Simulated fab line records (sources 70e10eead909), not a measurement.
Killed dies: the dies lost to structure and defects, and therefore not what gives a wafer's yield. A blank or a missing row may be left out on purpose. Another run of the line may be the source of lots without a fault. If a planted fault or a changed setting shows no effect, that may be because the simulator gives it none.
Which tool was responsible? -- flow nandHarc -- 42 wafers from 14 lots sampled at 2 of the route's 1302 steps

WHAT THE GAUGES SHOWED, per wafer
NHARC_P_M1_CD_MEAS_09: the cd target is 130 nm. Usual: cdNm reads 130.1 nm (standard deviation 0.62).
lot,measured,on,cdNm (nm),flag
L615,day 6 09:46,cdSem-03,130.8 130.5 130.0,
L616,day 7 06:08,cdSem-02,129.7 130.3 129.1,
L617,day 7 20:25,cdSem-01,129.3 130.0 129.8,
L619,day 8 03:06,cdSem-02,129.4 129.4 129.5,
L620,day 8 23:32,cdSem-02,130.7 130.9 129.4,
L621,day 9 03:23,cdSem-03,129.9 130.9 130.4,
L622,day 9 12:10,cdSem-02,131.4 129.9 131.4,
L623,day 9 21:05,cdSem-03,131.2 130.6 130.0,
L624,day 10 15:08,cdSem-03,129.2 130.1 129.1,
L625,day 10 16:20,cdSem-02,130.5 129.7 131.2,
L627,day 11 21:40,cdSem-03,130.4 128.6 128.9,
L629,day 12 10:29,cdSem-03,130.1 129.8 129.4,
L636,day 15 16:34,cdSem-03,129.9 129.7 130.8,
L637,day 15 17:32,cdSem-03,129.2 130.9 130.2,

WHAT TOOL EACH LOT RAN ON (gives the tool, then ch and the chambers of the sampled wafers, and finally the start)
lot,NHARC_P_M0_PRE_CLEAN_31
L615,"pecvd-04 ch 0,1, day 6 08:26"
L616,"pecvd-04 ch 0,1,2, day 7 04:56"
L617,"pecvd-01 ch 1,2, day 7 19:07"
L619,"pecvd-04 ch 0,1,2, day 8 01:47"
L620,"pecvd-02 ch 0,1,2, day 8 22:13"
L621,"pecvd-02 ch 0,1,2, day 9 02:13"
L622,"pecvd-02 ch 0,1,2, day 9 10:51"
L623,"pecvd-04 ch 0,1,2, day 9 19:46"
L624,"pecvd-04 ch 0,1,2, day 10 13:59"
L625,"pecvd-04 ch 0,1,2, day 10 15:10"
L627,"pecvd-02 ch 0,1, day 11 20:21"
L629,"pecvd-02 ch 0,1,2, day 12 09:19"
L636,"pecvd-01 ch 0,1,2, day 15 15:24"
L637,"pecvd-04 ch 0,1,2, day 15 16:15"
- NHARC_P_M0_PRE_CLEAN_31: time 12 s.

WHAT THE TOOLS THEMSELVES READ (means of the sampled wafers that have a number; where no wafer has one, the mark that the record gives instead)
NHARC_P_M0_PRE_CLEAN_31. Usual: heaterPowerW reads 648 W (standard deviation 70).
lot,tool,heaterPowerW (W),flag
L615,pecvd-04,618,
L616,pecvd-04,661,
L617,pecvd-01,679,
L619,pecvd-04,711,
L620,pecvd-02,599,
L621,pecvd-02,618,
L622,pecvd-02,603,
L623,pecvd-04,687,
L624,pecvd-04,702,
L625,pecvd-04,683,
L627,pecvd-02,534,
L629,pecvd-02,584,
L636,pecvd-01,667,
L637,pecvd-04,699,

THE ANSWER, worked out from the rows above alone
Rule: take the mean of a lot's wafers that have a number; if it is more than 3 standard deviations from the usual mean, the lot is off. A lot without any number at a reading at which 4 lots or more have one is off too. The other lots that the step has rows for count as sound. First the gauges in route order, then the tools' own readings, where a lot's mean is used as printed above. At the first step where some lot is off, the reading lying furthest off is the one used; lots without a number count as furthest.
No lot is off at any reading shown: from this, nothing can be told.

WHAT THE SIMULATOR PUT IN
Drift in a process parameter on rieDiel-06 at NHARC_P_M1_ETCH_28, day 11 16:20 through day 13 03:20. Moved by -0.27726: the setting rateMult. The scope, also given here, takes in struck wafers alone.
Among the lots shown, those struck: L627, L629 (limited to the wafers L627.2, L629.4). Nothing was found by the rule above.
